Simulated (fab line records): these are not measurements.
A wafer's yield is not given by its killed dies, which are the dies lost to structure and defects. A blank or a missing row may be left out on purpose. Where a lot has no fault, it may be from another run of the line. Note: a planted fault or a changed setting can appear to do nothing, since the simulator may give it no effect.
Check of tool commonality | flow n5_finfet | Sampled: 10 lots, 30 wafers

## WHY IT WAS OPENED
2 of 10 lots carry a flag on the reading IOFF_P_LONG at N5_BEOL_M4_RC_MEAS_101. Fault-free wafers read 0.000101 nA/um, with a standard deviation of 6.6e-06.
Rule: a lot is flagged when every wafer of it that has a number lies more than 4 standard deviations from that mean, or none has a number. As for the other lots, they are considered sound.

lot  | measured     | on        | IOFF_P_LONG (nA/um), wafer by wafer | flag
L310 | day 8 22:53  | prober-01 | 0.000106 0.000105 0.000103          |
L311 | day 9 05:32  | prober-01 | 9.5e-05 9.8e-05 0.000101            |
L313 | day 9 13:25  | prober-02 | 9.6e-05 9.5e-05 9.6e-05             |
L314 | day 10 08:22 | prober-01 | 9.5e-05 9e-05 9.6e-05               |
L315 | day 10 08:34 | prober-02 | 9.2e-05 9.6e-05 9.4e-05             |
L316 | day 10 12:04 | prober-01 | 0.000605 0.000623 0.00062           | FLAGGED
L320 | day 11 01:50 | prober-01 | 0.000699 0.000681 0.000706          | FLAGGED
L327 | day 13 18:13 | prober-02 | 0.0001 9.8e-05 0.000103             |
L330 | day 13 18:51 | prober-01 | 9.3e-05 9.3e-05 9e-05               |
L329 | day 13 23:13 | prober-02 | 9.7e-05 9.9e-05 0.0001              |
The mean of the flagged lots' numbers is 0.000656 nA/um, +0.000555 nA/um from the usual (+84 standard deviations).

## LOT BY LOT: THE TOOL USED
3 process steps preceding the reading are held in the record, out of 1938 steps in the route. Every cell lists first the tool, next ch and the chambers used by the sampled wafers, and last the start.
lot  | flag    | N5_HKMG_FIN_RTA_80              | N5_BEOL_M4_SPUTTER_90        | N5_BEOL_M4_ANNEAL_51
L310 |         | rtp_anneal-02 ch 0, day 4 22:37 | pvd_sputter-02, day 8 20:58  | rtp_anneal-02 ch 0, day 8 21:52
L311 |         | rtp_anneal-02 ch 0, day 5 00:52 | pvd_sputter-02, day 9 02:15  | rtp_anneal-01 ch 0, day 9 04:24
L313 |         | rtp_anneal-02 ch 0, day 5 19:42 | pvd_sputter-02, day 9 11:35  | rtp_anneal-02 ch 0, day 9 12:26
L314 |         | rtp_anneal-02 ch 0, day 6 00:24 | pvd_sputter-01, day 10 06:32 | rtp_anneal-02 ch 0, day 10 07:24
L315 |         | rtp_anneal-02 ch 0, day 6 07:20 | pvd_sputter-03, day 10 06:41 | rtp_anneal-02 ch 0, day 10 07:40
L316 | FLAGGED | rtp_anneal-02 ch 0, day 6 11:47 | pvd_sputter-03, day 10 09:57 | rtp_anneal-02 ch 0, day 10 10:54
L320 | FLAGGED | rtp_anneal-02 ch 0, day 7 07:56 | pvd_sputter-02, day 10 23:43 | rtp_anneal-01 ch 0, day 11 00:43
L327 |         | rtp_anneal-02 ch 0, day 9 08:34 | pvd_sputter-02, day 13 16:17 | rtp_anneal-01 ch 0, day 13 17:11
L330 |         | rtp_anneal-02 ch 0, day 9 20:08 | pvd_sputter-01, day 13 16:56 | rtp_anneal-01 ch 0, day 13 17:50
L329 |         | rtp_anneal-02 ch 0, day 9 13:34 | pvd_sputter-01, day 13 21:27 | rtp_anneal-01 ch 0, day 13 22:19
What is done by these steps:
- N5_HKMG_FIN_RTA_80: time 2 s.
- N5_BEOL_M4_SPUTTER_90: material Cu, target thk 4.5 nm, time 8.29 s.
- N5_BEOL_M4_ANNEAL_51: time 90 s.
- N5_BEOL_M4_RC_MEAS_101

## FLAGGED OVER TOTAL, TOOL BY TOOL (the gauges that took the reading come last)
step                   | tool           | lots run | flagged | share of the flagged lots | sound lots run after its first flagged lot
N5_HKMG_FIN_RTA_80     | rtp_anneal-02  | 10       | 2       | all                       | 3 (L327,L329,L330)
N5_BEOL_M4_SPUTTER_90  | pvd_sputter-01 | 3        | 0       | none                      | -
N5_BEOL_M4_SPUTTER_90  | pvd_sputter-02 | 5        | 1       | some                      | 1 (L327)
N5_BEOL_M4_SPUTTER_90  | pvd_sputter-03 | 2        | 1       | some                      | 0
N5_BEOL_M4_ANNEAL_51   | rtp_anneal-01  | 5        | 1       | some                      | 3 (L327,L330,L329)
N5_BEOL_M4_ANNEAL_51   | rtp_anneal-02  | 5        | 1       | some                      | 0
N5_BEOL_M4_RC_MEAS_101 | prober-01      | 6        | 2       | all                       | 1 (L330)
N5_BEOL_M4_RC_MEAS_101 | prober-02      | 4        | 0       | none                      | -

## WHAT THE TABLE ALLOWS
In 2 table rows, all flagged lots were run: rtp_anneal-02 (N5_HKMG_FIN_RTA_80), prober-01 (N5_BEOL_M4_RC_MEAS_101).
- rtp_anneal-02 at N5_HKMG_FIN_RTA_80 ran 10 lots, 2 of them flagged. Lots that were sound ran on it after the first flagged one (L327, L329, L330); a persistent fault on the entire tool would not allow that.
- prober-01 at N5_BEOL_M4_RC_MEAS_101 ran 6 lots, 2 of them flagged. Lots that were sound ran on it after the first flagged one (L330); a persistent fault on the entire tool would not allow that.
Not one row of the table ran every flagged lot while running no sound lot after the first.

## WHAT THE SIMULATOR HAD PUT IN
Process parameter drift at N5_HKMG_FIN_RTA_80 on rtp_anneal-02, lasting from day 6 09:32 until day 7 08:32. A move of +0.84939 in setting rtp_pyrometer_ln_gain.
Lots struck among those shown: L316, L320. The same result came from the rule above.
